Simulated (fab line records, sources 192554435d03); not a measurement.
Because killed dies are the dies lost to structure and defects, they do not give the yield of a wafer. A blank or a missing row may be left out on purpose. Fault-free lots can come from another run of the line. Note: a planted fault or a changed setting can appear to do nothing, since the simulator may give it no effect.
fab line records ; flow n5-finfet
record lots=10; wafers=30; last-day=17
route steps=1938 shown BEOL_M8@1398 BEOL_M9@1404 PASSIVATION@1936
lots with no fault: from the same line, run without faults
start-h: the number of hours between the record's first day and the start of the first shown wafer of the lot ; wait-h: hours from the lot's prior step to this one ; " the same as in the row above ; L1.1+2: several wafers, shown together as one row ; - no value, or no start given ; * or withheld: withheld ; < > ~ a bound
route shown NAME@n: NAME is a module with steps in the file, n the number in the route of the first one ; usual: average and standard deviation across the fault-free wafers ; same: alike in all rows ; chamber/n: place in a boat ; sites: per-site readings ; _std_site: standard deviation of those values ; _edge_site: the outer-site mean with the inner-site mean subtracted ; radius-mm: for every site, how far away it sits from the centre of the wafer ; mask NAME#n: copy n ; behind: the last tool/chamber to shape the wafer ; hold: reason for holding the lot/hours on hold/outcome of the hold ; device: transistor that didn't switch, given as n, p or np ; end of line: the same wafers' tests at the end of the route ; a step with no rows: only its recipe ; killed: count of dies lost to structure and defects at first sort (not the wafer's yield) ; map: dies across one wafer; x = killed, . = not, _ = none there
set.NAME: the setting that was run; set.NAME@STEP: the one run at that earlier step ; model.NAME: the simulator's own value behind a step, which no gauge read
steps of the route over a sample of lots; a table a step, a row a wafer
services: from which hour (start-h, from the record's first day; less than 0 if before it) a tool's chamber was out of use, for how many hours, and why
## steps
# step N5_BEOL_M8_DEP_56
# recipe material=SiCN; target-thk-a=100; temp-c=withheld; precursor=3MS/NH3; pressure-torr=3; rf-w=202; time-s=17.5
# usual showerhead-plenum-p-Torr=3.663/0.017; throttle-valve-pct=8.7/0.61
lot.wafer;tool;chamber;start-h;wait-h;showerhead-plenum-p-Torr;throttle-valve-pct
L654.1;pecvd-01;1;205.51;0.0;3.654;8.7
L654.4;pecvd-01;1;205.51;0.0;3.657;8.6
L654.5;pecvd-01;2;205.51;0.0;3.674;8.8
L657.1;pecvd-04;0;225.12;0.0;3.659;9.0
L657.2;pecvd-04;1;225.12;0.0;3.653;9.1
L657.5;pecvd-04;1;225.12;0.0;3.643;9.0
L659.3;pecvd-04;2;236.04;0.0;3.686;7.9
L659.4;pecvd-04;0;236.04;0.0;3.650;8.7
L659.6;pecvd-04;2;236.04;0.0;3.682;7.7
L660.3;pecvd-04;2;242.08;0.0;3.681;7.9
L660.5;pecvd-04;1;242.08;0.0;3.640;9.1
L660.6;pecvd-04;0;242.08;0.0;3.658;8.7
L661.2;pecvd-04;1;244.08;0.0;3.636;9.2
L661.3;pecvd-04;2;244.08;0.0;3.699;7.9
L661.4;pecvd-04;0;244.08;0.0;3.654;8.8
L665.1;pecvd-04;1;273.92;0.0;3.644;9.3
L665.3;pecvd-04;1;273.92;0.0;3.638;9.1
L665.5;pecvd-04;1;273.92;0.0;3.642;9.1
L672.1;pecvd-01;2;317.95;0.0;3.671;8.6
L672.2;pecvd-01;0;317.95;0.0;3.676;9.8
L672.4;pecvd-01;0;317.95;0.0;3.683;10.0
L674.1;pecvd-01;1;322.71;0.0;3.666;8.7
L674.5;pecvd-01;1;322.71;0.0;3.654;8.7
L674.6;pecvd-01;0;322.71;0.0;3.674;9.8
L675.3;pecvd-04;1;328.01;0.0;3.643;8.8
L675.4;pecvd-04;0;328.01;0.0;3.663;8.9
L675.6;pecvd-04;1;328.01;0.0;3.641;9.0
L676.1;pecvd-02;1;347.67;0.0;3.642;8.2
L676.4;pecvd-02;2;347.67;0.0;3.669;8.2
L676.5;pecvd-02;1;347.67;0.0;3.641;8.3
# step N5_BEOL_M8_INSPECT_58
# recipe inspect-instrument=darkfield; mode=post-dep
# usual raw-defect-count=70/25
lot.wafer;tool;chamber;start-h;wait-h;raw-defect-count
L654.1;defect-inspect-02;-;205.61;0.0;24
L654.4;defect-inspect-02;-;205.61;0.0;39
L654.5;defect-inspect-02;-;205.61;0.0;44
L657.1;defect-inspect-02;-;225.24;0.0;77
L657.2;defect-inspect-02;-;225.24;0.0;45
L657.5;defect-inspect-02;-;225.24;0.0;88
L659.3;defect-inspect-01;-;236.13;0.0;50
L659.4;defect-inspect-01;-;236.13;0.0;69
L659.6;defect-inspect-01;-;236.13;0.0;53
L660.3;defect-inspect-01;-;242.17;0.0;50
L660.5;defect-inspect-01;-;242.17;0.0;46
L660.6;defect-inspect-01;-;242.17;0.0;79
L661.2;defect-inspect-01;-;244.17;0.0;37
L661.3;defect-inspect-01;-;244.17;0.0;52
L661.4;defect-inspect-01;-;244.17;0.0;34
L665.1;defect-inspect-01;-;274.05;0.0;98
L665.3;defect-inspect-01;-;274.05;0.0;99
L665.5;defect-inspect-01;-;274.05;0.0;68
L672.1;defect-inspect-01;-;318.04;0.0;39
L672.2;defect-inspect-01;-;318.04;0.0;96
L672.4;defect-inspect-01;-;318.04;0.0;67
L674.1;defect-inspect-01;-;322.80;0.0;78
L674.5;defect-inspect-01;-;322.80;0.0;92
L674.6;defect-inspect-01;-;322.80;0.0;72
L675.3;defect-inspect-01;-;328.10;0.0;38
L675.4;defect-inspect-01;-;328.10;0.0;55
L675.6;defect-inspect-01;-;328.10;0.0;64
L676.1;defect-inspect-01;-;347.77;0.0;50
L676.4;defect-inspect-01;-;347.77;0.0;42
L676.5;defect-inspect-01;-;347.77;0.0;24
# step N5_BEOL_M9_PECVD_70
# recipe material=SiO2; target-thk-a=200; temp-c=400; precursor=TEOS/O2; pressure-torr=5.5; rf-w=450; teos-flow-sccm=53.8; gas=O2; flow-sccm=3000; time-s=22.7
# usual heater-power-w=730/140; showerhead-plenum-p-Torr=8.76/0.073; throttle-valve-pct=22.2/1.3
lot.wafer;tool;chamber;start-h;wait-h;heater-power-w;showerhead-plenum-p-Torr;throttle-valve-pct
L654.1;pecvd-03;2;206.30;0.0;821;8.67;22.0
L654.4;pecvd-03;1;206.30;0.0;614;8.83;22.1
L654.5;pecvd-03;0;206.30;0.0;783;8.76;24.0
L657.1;pecvd-04;0;225.93;0.0;549;8.71;21.3
L657.2;pecvd-04;1;225.93;0.0;532;8.66;22.4
L657.5;pecvd-04;0;225.93;0.0;537;8.73;21.4
L659.3;pecvd-03;0;236.79;0.0;745;8.76;23.7
L659.4;pecvd-03;1;236.79;0.0;720;8.83;22.0
L659.6;pecvd-03;0;236.79;0.0;746;8.74;24.0
L660.3;pecvd-03;1;243.14;0.0;708;8.84;22.0
L660.5;pecvd-03;1;243.14;0.0;723;8.83;22.0
L660.6;pecvd-03;2;243.14;0.0;908;8.69;21.8
L661.2;pecvd-04;2;244.84;0.0;883;8.88;19.2
L661.3;pecvd-04;0;244.84;0.0;524;8.75;21.5
L661.4;pecvd-04;1;244.84;0.0;458;8.66;22.8
L665.1;pecvd-01;0;274.72;0.0;734;8.83;24.2
L665.3;pecvd-01;1;274.72;0.0;711;8.76;21.7
L665.5;pecvd-01;2;274.72;0.0;822;8.84;21.7
L672.1;pecvd-03;2;319.32;0.0;898;8.70;22.4
L672.2;pecvd-03;1;319.32;0.0;711;8.85;22.1
L672.4;pecvd-03;2;319.32;0.0;904;8.70;22.4
L674.1;pecvd-03;2;323.95;0.0;926;8.70;22.2
L674.5;pecvd-03;0;323.95;0.0;828;8.75;23.9
L674.6;pecvd-03;1;323.95;0.0;688;8.84;22.2
L675.3;pecvd-04;2;328.77;0.0;868;8.88;19.6
L675.4;pecvd-04;1;328.77;0.0;455;8.66;22.6
L675.6;pecvd-04;0;328.77;0.0;611;8.72;21.8
L676.1;pecvd-03;0;348.43;0.0;776;8.77;23.9
L676.4;pecvd-03;1;348.43;0.0;681;8.86;21.8
L676.5;pecvd-03;0;348.43;0.0;744;8.76;23.6
# step N5_BEOL_M9_HM_DEP_02
# recipe material=TiN; target-thk-a=200; temp-c=25; chamber-pressure-pa=0.49996
# usual throttle-valve-pct=29.9/0.81
lot.wafer;tool;chamber;start-h;wait-h;throttle-valve-pct
L654.1;pvd-sputter-02;-;206.91;0.6;31.2
L654.4;pvd-sputter-02;-;206.91;0.6;29.3
L654.5;pvd-sputter-02;-;206.91;0.6;30.9
L657.1;pvd-sputter-02;-;227.79;1.8;28.7
L657.2;pvd-sputter-02;-;227.79;1.8;30.2
L657.5;pvd-sputter-02;-;227.79;1.8;31.4
L659.3;pvd-sputter-02;-;238.97;2.2;28.7
L659.4;pvd-sputter-02;-;238.97;2.2;29.9
L659.6;pvd-sputter-02;-;238.97;2.2;29.3
L660.3;pvd-sputter-02;-;243.35;0.2;28.5
L660.5;pvd-sputter-02;-;243.35;0.2;29.1
L660.6;pvd-sputter-02;-;243.35;0.2;30.0
L661.2;pvd-sputter-02;-;246.53;1.7;28.6
L661.3;pvd-sputter-02;-;246.53;1.7;31.3
L661.4;pvd-sputter-02;-;246.53;1.7;29.4
L665.1;pvd-sputter-02;-;275.24;0.5;28.8
L665.3;pvd-sputter-02;-;275.24;0.5;30.2
L665.5;pvd-sputter-02;-;275.24;0.5;29.4
L672.1;pvd-sputter-01;-;322.13;2.8;30.8
L672.2;pvd-sputter-01;-;322.13;2.8;29.3
L672.4;pvd-sputter-01;-;322.13;2.8;30.3
L674.1;pvd-sputter-01;-;324.17;0.2;30.2
L674.5;pvd-sputter-01;-;324.17;0.2;30.8
L674.6;pvd-sputter-01;-;324.17;0.2;30.1
L675.3;pvd-sputter-01;-;331.19;2.4;29.5
L675.4;pvd-sputter-01;-;331.19;2.4;30.4
L675.6;pvd-sputter-01;-;331.19;2.4;31.1
L676.1;pvd-sputter-01;-;349.12;0.7;29.4
L676.4;pvd-sputter-01;-;349.12;0.7;30.2
L676.5;pvd-sputter-01;-;349.12;0.7;29.4
# step N5_BEOL_M9_INSPECT_13
# recipe mode=adi; inspect-instrument=brightfield
# usual raw-defect-count=402/100
lot.wafer;tool;chamber;start-h;wait-h;raw-defect-count
L654.1;defect-inspect-02;-;207.33;0.0;337
L654.4;defect-inspect-02;-;207.33;0.0;399
L654.5;defect-inspect-02;-;207.33;0.0;474
L657.1;defect-inspect-02;-;228.21;0.0;382
L657.2;defect-inspect-02;-;228.21;0.0;294
L657.5;defect-inspect-02;-;228.21;0.0;409
L659.3;defect-inspect-01;-;239.39;0.0;254
L659.4;defect-inspect-01;-;239.39;0.0;323
L659.6;defect-inspect-01;-;239.39;0.0;260
L660.3;defect-inspect-02;-;243.90;0.0;275
L660.5;defect-inspect-02;-;243.90;0.0;289
L660.6;defect-inspect-02;-;243.90;0.0;484
L661.2;defect-inspect-01;-;247.08;0.0;833
L661.3;defect-inspect-01;-;247.08;0.0;761
L661.4;defect-inspect-01;-;247.08;0.0;612
L665.1;defect-inspect-02;-;275.80;0.0;856
L665.3;defect-inspect-02;-;275.80;0.0;731
L665.5;defect-inspect-02;-;275.80;0.0;797
L672.1;defect-inspect-01;-;322.56;0.0;342
L672.2;defect-inspect-01;-;322.56;0.0;444
L672.4;defect-inspect-01;-;322.56;0.0;348
L674.1;defect-inspect-01;-;324.72;0.0;439
L674.5;defect-inspect-01;-;324.72;0.0;393
L674.6;defect-inspect-01;-;324.72;0.0;334
L675.3;defect-inspect-01;-;331.75;0.0;315
L675.4;defect-inspect-01;-;331.75;0.0;320
L675.6;defect-inspect-01;-;331.75;0.0;370
L676.1;defect-inspect-01;-;349.67;0.0;274
L676.4;defect-inspect-01;-;349.67;0.0;249
L676.5;defect-inspect-01;-;349.67;0.0;268
# step N5_BEOL_M9_INSPECT_30
# recipe mode=adi; inspect-instrument=brightfield
# usual raw-defect-count=402/100
lot.wafer;tool;chamber;start-h;wait-h;raw-defect-count
L654.1;defect-inspect-02;-;208.44;0.1;338
L654.4;defect-inspect-02;-;208.44;0.1;380
L654.5;defect-inspect-02;-;208.44;0.1;446
L657.1;defect-inspect-02;-;229.24;0.1;391
L657.2;defect-inspect-02;-;229.24;0.1;285
L657.5;defect-inspect-02;-;229.24;0.1;382
L659.3;defect-inspect-02;-;240.27;0.0;243
L659.4;defect-inspect-02;-;240.27;0.0;313
L659.6;defect-inspect-02;-;240.27;0.0;263
L660.3;defect-inspect-01;-;246.44;0.0;267
L660.5;defect-inspect-01;-;246.44;0.0;278
L660.6;defect-inspect-01;-;246.44;0.0;449
L661.2;defect-inspect-02;-;250.16;0.0;844
L661.3;defect-inspect-02;-;250.16;0.0;764
L661.4;defect-inspect-02;-;250.16;0.0;606
L665.1;defect-inspect-02;-;279.07;0.1;874
L665.3;defect-inspect-02;-;279.07;0.1;776
L665.5;defect-inspect-02;-;279.07;0.1;772
L672.1;defect-inspect-01;-;323.67;0.1;326
L672.2;defect-inspect-01;-;323.67;0.1;413
L672.4;defect-inspect-01;-;323.67;0.1;358
L674.1;defect-inspect-01;-;325.99;0.1;432
L674.5;defect-inspect-01;-;325.99;0.1;391
L674.6;defect-inspect-01;-;325.99;0.1;324
L675.3;defect-inspect-01;-;334.09;0.0;286
L675.4;defect-inspect-01;-;334.09;0.0;309
L675.6;defect-inspect-01;-;334.09;0.0;359
L676.1;defect-inspect-01;-;351.37;0.1;269
L676.4;defect-inspect-01;-;351.37;0.1;251
L676.5;defect-inspect-01;-;351.37;0.1;276
# step N5_PASSIVATION_PROBE_49
# usual defect-limited-yield=91.5/1.3; killed_at_M0_to_M3=33/11; killed_at_M4_up=14/5.3; killed-at-contacts=11/6.3; killed-at-front-end=38/10; killed-at-other=3.7/2.8; killed-dies=101/16; killed-on-rim=13/3.4; killed-open=67/12; killed-short=32/7.4; sort_bin_5_function=5.0/0.86; sort_bin_6_memory=3.2/0.69; sort_bin_8_speed=0.00/0.007; sort-n-pass=1079/16; sort-yield-pct=91.5/1.3
# same gross-dies=1180; killed-at-back-side=0; sort_bin_4_leakage[%]=0
lot.wafer;tool;chamber;start-h;wait-h;defect-limited-yield[%];killed_at_M0_to_M3;killed_at_M4_up;killed-at-contacts;killed-at-front-end;killed-at-other;killed-dies;killed-on-rim;killed-open;killed-short;sort_bin_5_function[%];sort_bin_6_memory[%];sort_bin_8_speed[%];sort-n-pass;sort-yield-pct[%]
L654.1;prober-01;-;273.72;0.0;92.4;42;4;12;29;3;90;11;60;30;4.9;2.5;0;1090;92.4
L654.4;prober-01;-;273.87;0.2;90.0;56;8;14;34;6;118;19;78;40;5.8;3.8;0;1062;90.0
L654.5;prober-01;-;273.92;0.2;90.8;47;11;12;35;4;109;14;78;31;6.4;2.5;0;1071;90.8
L661.2;prober-02;-;306.20;0.1;83.3;34;102;9;48;4;197;31;85;32;10.3;5.0;0;983;83.3
L661.3;prober-02;-;306.25;0.1;84.8;26;123;3;26;1;179;18;50;26;9.5;4.0;0;1001;84.8
L661.4;prober-02;-;306.30;0.2;84.6;45;72;10;53;2;182;26;79;43;9.3;4.7;0;998;84.6
L665.1;prober-02;-;338.59;0.0;87.3;14;108;4;24;0;150;19;37;20;8.1;3.3;0;1030;87.3
L665.3;prober-02;-;338.69;0.1;84.9;20;103;14;38;3;178;10;41;36;10.3;3.2;0;1002;84.9
L665.5;prober-02;-;338.79;0.2;89.2;15;69;6;32;5;127;23;44;23;5.8;3.1;0;1053;89.2
# killed by level:class
L654.1 FIN_SAQP:geometric-particle:open=11 MOL_CONTACT_COAG:geometric-particle:open=11 BEOL_M0_SAQP:geometric-particle:short=11 STI_FIN_REVEAL:geometric-particle:open=6 DUMMY_GATE:geometric-particle:open=5 BEOL_M0_SAQP:geometric-particle:open=5 BEOL_M3:geometric-particle:short=5 BEOL_M1:geometric-particle:open=4
L654.4 BEOL_M2:geometric-particle:open=15 FIN_SAQP:geometric-particle:short=11 MOL_CONTACT_COAG:geometric-particle:open=10 BEOL_M3:geometric-particle:open=9 BEOL_M1:geometric-particle:open=8 BEOL_M0_SAQP:geometric-particle:open=7 FIN_SAQP:geometric-particle:open=5 BEOL_M2:geometric-particle:short=5
L654.5 BEOL_M2:geometric-particle:open=12 MOL_CONTACT_COAG:geometric-particle:open=11 BEOL_M0_SAQP:geometric-particle:open=11 FIN_SAQP:geometric-particle:short=7 BEOL_M5:geometric-particle:open=7 BEOL_M1:geometric-particle:open=7 FIN_SAQP:geometric-particle:open=6 DUMMY_GATE:geometric-particle:open=6
L661.2 BEOL_M9:unspecified=80 FIN_SAQP:geometric-particle:open=15 BEOL_M4:geometric-particle:open=13 BEOL_M2:geometric-particle:open=10 BEOL_M0_SAQP:geometric-particle:open=8 FIN_SAQP:geometric-particle:short=7 STI_FIN_REVEAL:geometric-particle:open=7 MOL_CONTACT_COAG:geometric-particle:open=7
L661.3 BEOL_M9:unspecified=102 BEOL_M4:geometric-particle:open=9 FIN_SAQP:geometric-particle:open=7 FIN_SAQP:geometric-particle:short=7 BEOL_M1:geometric-particle:open=6 BEOL_M3:geometric-particle:open=5 BEOL_M3:geometric-particle:short=5 BEOL_M5:geometric-particle:open=4
L661.4 BEOL_M9:unspecified=60 FIN_SAQP:geometric-particle:open=28 BEOL_M3:geometric-particle:short=12 MOL_CONTACT_COAG:geometric-particle:open=10 BEOL_M1:geometric-particle:short=10 FIN_SAQP:geometric-particle:short=8 BEOL_M4:geometric-particle:open=6 DUMMY_GATE:geometric-particle:open=5
L665.1 BEOL_M9:unspecified=92 STI_FIN_REVEAL:geometric-particle:open=5 BEOL_M4:geometric-particle:open=5 FIN_SAQP:geometric-particle:open=4 BEOL_M1:geometric-particle:open=4 BEOL_M4:geometric-particle:short=4 STARTING-WAFER:geometric-particle:open=4 MOL_CONTACT_COAG:geometric-particle:open=3
L665.3 BEOL_M9:unspecified=99 FIN_SAQP:geometric-particle:short=10 STI_FIN_REVEAL:geometric-particle:open=8 MOL_CONTACT_COAG:geometric-particle:short=8 FIN_SAQP:geometric-particle:open=6 MOL_CONTACT_COAG:geometric-particle:open=6 BEOL_M0_SAQP:geometric-particle:open=4 BEOL_M0_SAQP:geometric-particle:short=4
L665.5 BEOL_M9:unspecified=60 FIN_SAQP:geometric-particle:short=6 STI_FIN_REVEAL:geometric-particle:open=6 FIN_SAQP:geometric-particle:open=4 GATE_CUT:geometric-particle:open=4 BEOL_M0_SAQP:geometric-particle:open=4 BEOL_M4:geometric-particle:open=4 MOL_CONTACT_COAG:geometric-particle:short=3
## services
tool;chamber;start-h;hours;kind
pecvd-03;1;193.72;6.0;repair
pecvd-04;-;194.54;2.1;repair
pecvd-04;2;202.38;-;clean
pecvd-04;2;202.38;-;consumable-replace:showerhead
pecvd-04;2;202.38;29.0;scheduled-down
pecvd-04;2;202.38;29.0;vent-cycle
pecvd-01;1;228.15;2.1;scheduled-down
pecvd-04;0;258.64;22.5;repair
pecvd-03;2;267.62;5.0;scheduled-down
pecvd-02;2;274.35;22.4;repair
pecvd-03;1;278.08;2.1;scheduled-down
pecvd-04;0;281.17;2.1;scheduled-down
pecvd-01;1;284.50;5.5;scheduled-down
pecvd-04;0;298.85;17.7;repair
pecvd-02;0;303.38;4.9;repair
pecvd-04;-;321.96;2.3;repair
pecvd-03;2;328.02;2.1;scheduled-down
pecvd-03;-;347.35;0.7;repair
## key
first-sign step=N5_BEOL_M9_INSPECT_13; reading=raw-defect-count; direction=up; sigmas=3.6; usual=402; struck=765
effect step=N5_BEOL_M9_INSPECT_30; reading=raw-defect-count; direction=up; sigmas=3.7; usual=402; struck=773
effect step=N5_PASSIVATION_PROBE_49; reading=killed_at_M4_up; direction=up; sigmas=16; usual=14; struck=96
more-kills-born-at N5_BEOL_M9_HM_DEP_02@pvd-sputter-02=493
met-at N5_BEOL_M9_HM_DEP_02
struck-lots L661,L665
not-acting-at N5_BEOL_M8_DEP_56,N5_BEOL_M8_INSPECT_58,N5_BEOL_M9_PECVD_70
onset-between 243.35 246.53
fault kind=chamber-particle-source; tool=pvd-sputter-02; chamber=-; onset-h=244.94; steps=N5_BEOL_M9_HM_DEP_02; rate-per-visit-cm2=0.4941; end-h=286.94
